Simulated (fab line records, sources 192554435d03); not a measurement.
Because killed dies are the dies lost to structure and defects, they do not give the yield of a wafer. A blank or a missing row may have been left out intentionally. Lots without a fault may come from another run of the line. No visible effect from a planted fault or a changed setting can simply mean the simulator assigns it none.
Chamber matching ; flow n5 finfet ; rie diel-01 running N5_MOL_CONTACT_COAG_DESCUM_88: 4 sister chambers
The step chemistry O2, time 7 s. 8 wafers are shown with their chamber, then 8 later ones without.

== WAFERS WITH THEIR CHAMBER ==
wafer;chamber;throttle valve pct (%);drypump motor current A (A)
L078.4;0;20.63;6.2
L080.1;3;20.61;5.4
L080.2;1;20.16;5.8
L080.6;3;20.62;5.4
L087.3;2;20.31;5.7
L087.4;0;20.66;6.2
L087.6;2;20.30;5.6
L092.1;1;20.19;5.7

== WAFERS MISSING THEIR CHAMBER ==
wafer;throttle valve pct (%);drypump motor current A (A)
L092.3;20.65;5.4
L092.4;20.29;5.6
L093.1;20.69;6.2
L093.2;20.67;5.4
L093.5;20.67;5.4
L097.2;20.67;6.2
L097.3;20.34;5.6
L097.5;20.33;5.6

== EACH ONE'S CHAMBER ==
wafer;from the rows above;in truth
L092.3;3;3
L092.4;2;2
L093.1;0;0
L093.2;3;3
L093.5;3;3
L097.2;0;0
L097.3;2;2
L097.5;2;2
Correct placement for 8 of the 8. Can't be placed from these rows: 0. 0 placed wrongly.
How it was worked out, from the rows above alone: a wafer's distance from a chamber is the root of the sum, over the readings, of the square of ((its reading less the chamber's mean) divided by the reading's scatter). The wafer belongs to the nearest chamber; if the next one is less than 2 further off, it can't be placed. For every chamber, the mean is computed from those of its wafers that are shown. The scatter: take each reading less its chamber's mean, square it, sum over the shown wafers, divide by the number of wafers less the number of chambers, and take the root.
